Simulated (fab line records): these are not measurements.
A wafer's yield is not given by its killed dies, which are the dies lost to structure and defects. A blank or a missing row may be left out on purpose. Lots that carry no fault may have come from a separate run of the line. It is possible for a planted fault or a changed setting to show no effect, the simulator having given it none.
Comparing a struck lot with a sound one -- flow nand_harc -- 16 steps out of a route of 1159
Sound: the wafers L498.1, L498.2, L498.4. Struck: wafers L501.1, L501.3, L501.4. At the end, the cause is stated.
Order at every step that has rows: each side's tool, ch and its chambers, its first start. Under that, the readings that differ: sound wafers -- struck wafers -- difference of the means -- sigmas: that difference in standard deviations of wafers without a fault.
alike: same words and numbers on both sides, and readings whose means sit less than 2 such deviations apart. not compared: any withheld reading, any reading some wafer has no value for, any bound like >300 that may hide the same value, and any number with overlapping values for which the record gives no deviation.
A row with sigmas, a row that says differs or no value, or rows on one side alone: a step with any of these is where the two part. When numbers do not overlap yet have no deviation, they are printed without sigmas and do not part them. A reading that every wafer of one side lacks parts them only if that side has two wafers or more.

NHARC_P_M2_PRE_CLEAN_30: time 30 s.
  sound on pvd_sputter-03; struck on pvd_sputter-03
  alike: heater_power_w
NHARC_P_M2_PVD_20: deposits TaN, target thk 5 nm, time 8.06 s.
  sound on pvd_sputter-03; struck on pvd_sputter-03
  alike: substrate_temp_c, throttle_valve_pct
NHARC_P_M2_PVD_21: deposits Cu, target thk 30 nm, time 20.49 s.
  sound on pvd_sputter-03; struck on pvd_sputter-03
  alike: substrate_temp_c, throttle_valve_pct
then, 1 step without rows for these wafers: NHARC_P_M2_ECD_22 (material Cu, target thk 400 nm).
NHARC_P_M2_ANNEAL_31: time 90 s.
  sound on rtp_anneal-02 ch 0, day 6 15:55; struck on rtp_anneal-02 ch 0, day 7 02:41
  alike: wafer_temp_C_max
then, 1 step without rows for these wafers: NHARC_P_M2_CMP_23 (polishes, t overpolish 20 s, target thk 144.3 nm).
NHARC_P_M2_THK_MEAS_24: measures by xrf.
  sound: film_metro-02 at day 6 16:35; struck: film_metro-01 at day 7 03:21
  alike: thk_nm
after that, 1 step had no rows for these wafers: NHARC_P_M2_SRD_25.
NHARC_P_M2_INSPECT_27:
  sound: defect_inspect-02 at day 6 16:44; struck: defect_inspect-01 at day 7 03:31
  alike: raw_defect_count
then, 1 step without rows for these wafers: NHARC_P_M2_PRE_CLEAN_32 (time 12 s).
NHARC_P_M2_DEP_33: deposits SiCN, target thk 30 nm.
  sound on pecvd-03 ch 0,1,2, day 6 16:53; struck on pecvd-02 ch 0,1,2, day 7 03:40
  alike: heater_power_w
NHARC_P_BONDPAD_DEP_00: deposits SiCN, target thk 250 nm.
  sound on pecvd-03 ch 0,1, day 6 17:17; struck on pecvd-02 ch 0,2, day 7 04:38
  alike: heater_power_w
then, 1 step without rows for these wafers: NHARC_P_BONDPAD_CMP_32 (polishes SiCN, target thk 200 nm).
NHARC_P_BONDPAD_THK_MEAS_33: measures by ellipsometry.
  sound: film_metro-01 at day 6 17:56; struck: film_metro-01 at day 7 05:34
reading,sound,struck,difference,sigmas
thk_nm (nm),199.0 201.0 198.6,203.1 198.5 206.7,+3.2,+2
then, 2 steps without rows for these wafers: NHARC_P_BONDPAD_SRD_34; NHARC_END_SORT_01.

## WHERE THEY PART
At NHARC_P_BONDPAD_THK_MEAS_33 and nowhere else, as far as this record goes.

WHY: what had been put in by the simulator
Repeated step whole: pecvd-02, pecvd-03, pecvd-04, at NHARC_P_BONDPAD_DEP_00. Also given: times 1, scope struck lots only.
